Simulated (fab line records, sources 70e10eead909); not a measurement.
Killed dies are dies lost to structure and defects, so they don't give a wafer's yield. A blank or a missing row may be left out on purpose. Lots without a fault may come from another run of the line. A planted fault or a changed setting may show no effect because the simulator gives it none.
Tool commonality check | flow nand_harc | 13 lots, 45 wafers sampled

WHY IT WAS OPENED
At NHARC_A_ONON_D2_THK_MEAS_14 the reading thk_nm is flagged on 2 of 13 lots. Wafers without a fault read 1002 nm, standard deviation 9.5.
Rule: a lot is flagged when every wafer of it that has a number lies more than 4 standard deviations from that mean, or none has a number. The other lots count as sound.

lot  | measured     | on            | thk_nm (nm), wafer by wafer | flag
L332 | day 13 15:43 | film_metro-02 | 992 990 991                 |
L331 | day 13 15:47 | film_metro-01 | 994 992 993                 |
L333 | day 14 05:46 | film_metro-01 | 1014 1016 1014              |
L340 | day 16 20:27 | film_metro-01 | 999 999 1000                |
L341 | day 17 13:33 | film_metro-01 | 928 929 928 929 929 929     | FLAGGED
L342 | day 17 19:04 | film_metro-01 | 933 935 932 933 933 934     | FLAGGED
L343 | day 18 14:58 | film_metro-02 | 1012 1007 1009              |
L344 | day 18 15:08 | film_metro-01 | 999 999 998                 |
L345 | day 19 04:13 | film_metro-02 | 1002 1000 1000              |
L348 | day 20 12:16 | film_metro-01 | 1025 1025 1026              |
L349 | day 20 12:16 | film_metro-02 | 990 988 989                 |
L350 | day 21 07:10 | film_metro-01 | 987 987 986                 |
L352 | day 21 21:20 | film_metro-01 | 988 989 990                 |
The numbers of the flagged lots are 931 nm on average: -71 nm against the usual, or -7 standard deviations.

WHICH TOOL RAN EACH LOT
The record holds 2 process steps before the reading, out of a route of 1302 steps. In each cell: the tool, then ch and the chambers that the sampled wafers went through, then the start.
lot  | flag    | NHARC_A_CHANNEL_FILL_D1_STRIP_28   | NHARC_A_ONON_D2_DEP_12
L332 |         | rie_diel-08 ch 1,2,3, day 11 00:25 | pecvd_onon-03 ch 0, day 13 15:19
L331 |         | rie_diel-13 ch 0,1,2, day 11 00:26 | pecvd_onon-02 ch 0, day 13 15:17
L333 |         | rie_diel-08 ch 2,3, day 11 15:26   | pecvd_onon-02 ch 0, day 14 05:23
L340 |         | rie_diel-09 ch 0,1,2, day 14 04:35 | pecvd_onon-03 ch 0, day 16 20:00
L341 | FLAGGED | rie_diel-08 ch 1,2,3, day 14 18:16 | pecvd_onon-03 ch 0, day 17 13:02
L342 | FLAGGED | rie_diel-09 ch 1,2, day 15 08:02   | pecvd_onon-03 ch 0, day 17 18:40
L343 |         | rie_diel-13 ch 1,2,3, day 16 00:28 | pecvd_onon-02 ch 0, day 18 14:35
L344 |         | rie_diel-08 ch 1,2,3, day 16 00:28 | pecvd_onon-01 ch 0, day 18 14:37
L345 |         | rie_diel-09 ch 1,3, day 16 11:37   | pecvd_onon-02 ch 0, day 19 03:50
L348 |         | rie_diel-08 ch 0,3, day 17 23:20   | pecvd_onon-02 ch 0, day 20 11:55
L349 |         | rie_diel-13 ch 1,2,3, day 17 23:20 | pecvd_onon-01 ch 0, day 20 11:45
L350 |         | rie_diel-13 ch 0,3, day 18 15:34   | pecvd_onon-01 ch 0, day 21 06:40
L352 |         | rie_diel-08 ch 1,2,3, day 19 09:31 | pecvd_onon-03 ch 0, day 21 20:53
What these steps do:
- NHARC_A_CHANNEL_FILL_D1_STRIP_28: strips in O2, time 20 s.
- NHARC_A_ONON_D2_DEP_12: target thk 1000 nm.
- NHARC_A_ONON_D2_THK_MEAS_14: measures by ellipsometry.

FLAGGED OVER TOTAL, TOOL BY TOOL (the gauges that took the reading come last)
step                             | tool          | lots run | flagged | share of the flagged lots | sound lots run after its first flagged lot
NHARC_A_CHANNEL_FILL_D1_STRIP_28 | rie_diel-08   | 6        | 1       | some                      | 3 (L344,L348,L352)
NHARC_A_CHANNEL_FILL_D1_STRIP_28 | rie_diel-09   | 3        | 1       | some                      | 1 (L345)
NHARC_A_CHANNEL_FILL_D1_STRIP_28 | rie_diel-13   | 4        | 0       | none                      | -
NHARC_A_ONON_D2_DEP_12           | pecvd_onon-01 | 3        | 0       | none                      | -
NHARC_A_ONON_D2_DEP_12           | pecvd_onon-02 | 5        | 0       | none                      | -
NHARC_A_ONON_D2_DEP_12           | pecvd_onon-03 | 5        | 2       | all                       | 1 (L352)
NHARC_A_ONON_D2_THK_MEAS_14      | film_metro-01 | 9        | 2       | all                       | 4 (L344,L348,L350,L352)
NHARC_A_ONON_D2_THK_MEAS_14      | film_metro-02 | 4        | 0       | none                      | -

WHAT THE TABLE ALLOWS
2 rows of the table ran every flagged lot: pecvd_onon-03 at NHARC_A_ONON_D2_DEP_12, film_metro-01 at NHARC_A_ONON_D2_THK_MEAS_14.
- pecvd_onon-03 at NHARC_A_ONON_D2_DEP_12: 2 of its 5 lots flagged. Sound lots ran on it after the first flagged one (L352), which a lasting fault on the whole tool wouldn't allow.
- film_metro-01 at NHARC_A_ONON_D2_THK_MEAS_14: 2 of its 9 lots flagged. Sound lots ran on it after the first flagged one (L344, L348, L350, L352), which a lasting fault on the whole tool wouldn't allow.
No row of the table ran every flagged lot and no sound lot after the first.

WHAT THE SIMULATOR HAD PUT IN
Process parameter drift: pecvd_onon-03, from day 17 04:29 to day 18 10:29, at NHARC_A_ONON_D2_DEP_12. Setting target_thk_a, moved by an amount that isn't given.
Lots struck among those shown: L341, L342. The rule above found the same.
